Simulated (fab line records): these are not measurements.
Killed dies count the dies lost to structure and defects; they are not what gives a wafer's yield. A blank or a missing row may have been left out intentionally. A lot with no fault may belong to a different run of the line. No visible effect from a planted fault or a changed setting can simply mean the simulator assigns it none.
Problem report, 8D (eight disciplines) form, completed by code :: flow nand_harc :: the parts of the form that need people (team, actions taken, sign-off) are left out

## 1. THE ISSUE
heater_power_total_W at NHARC_P_GATE_SOFTBAKE_21 reads a mean of 323.05 W on 6 wafers of 2 lots; wafers without a fault read 188.45 W with a standard deviation of 0.13. So: +99 or more standard deviations from the usual mean.
The step: time 55 s.
First observed at day 12 06:00: wafer L508.3, on litho_track-06. At this step, 36 wafers from 12 lots have a number in the record. Rule for "out", or "out of limits": more than 4 standard deviations from the usual mean. The other wafers with a number count as sound.

## 2. WHAT IT IS, WHAT IT ISN'T
question: which readings at this step
is: heater_power_total_W
is not: -

question: which lots
is: L508, L511
is not: L491, L492, L494, L496, L497, L498, L501, L502, L503, L509

question: which wafers of those lots
is: all that have a number
is not: -

question: read on which tools
is: litho_track-06
is not: litho_track-01, litho_track-04

question: when
is: from day 12 06:00
is not: up to then (27 sound wafers); but 3 sound wafers of L509 came after

## 3. SUSPECTS, AND WHAT RULES EACH OUT
Counting: a tool stays on the suspect list if, at a process step up to the reading, it processed all lots that are out and no sound lot following the first of them.
- rie_diel-01 at NHARC_P_ZERO_WELL_DESCUM_26 (chemistry O2, time 3 s): kept. It ran every lot that is out, first L508 (day 9 00:32), and no sound lot after that; its last sound lot up to then is L496 (day 4 01:37).
- rie_diel-06 at NHARC_P_ZERO_WELL_DESCUM_39 (chemistry O2, time 3 s): ruled out as a lasting fault. Following L508 (day 9 02:04), the first lot on it that is out, the sound lots L509 were run on it.
- litho_track-06 at NHARC_P_GATE_SOFTBAKE_21 (time 55 s): kept. It ran every lot that is out, first L508 (day 12 06:00), and no sound lot after that; its last sound lot up to then is L502 (day 9 19:00). Its own readings are out on those wafers: heater_power_total_W.
Remaining after the count are rie_diel-01 at NHARC_P_ZERO_WELL_DESCUM_26 and litho_track-06 at NHARC_P_GATE_SOFTBAKE_21.

## 4. THE CAUSE (what the simulator had put in)
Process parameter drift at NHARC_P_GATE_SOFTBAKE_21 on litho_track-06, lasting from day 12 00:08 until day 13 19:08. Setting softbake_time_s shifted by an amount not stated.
2 suspects survive the count, and this tool is in that group.

## 5. THE CHAIN OF EFFECTS, in route order
Each row: a reading whose mean over the struck wafers that have a number lies more than 3 standard deviations from the usual. Only readings whose record carries a usual standard deviation are examined. hours: median over the lots of the time between each lot's start at the first step of this table that gives one and its start at this step. sigmas: the change, counted in usual standard deviations.
hours: 0
step: NHARC_P_GATE_SOFTBAKE_21
reading: heater_power_total_W
usual: 188.45 W
on struck wafers: 323.05
change: +134.60
sigmas: +99 or more
Process steps it contains:
- NHARC_P_GATE_SOFTBAKE_21: time 55 s.

## 6. HOW IT WOULD HAVE BEEN CAUGHT EARLIER
In this record no reading fell out of limits until day 12 06:00, 6 hours after the fault had begun at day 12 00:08.
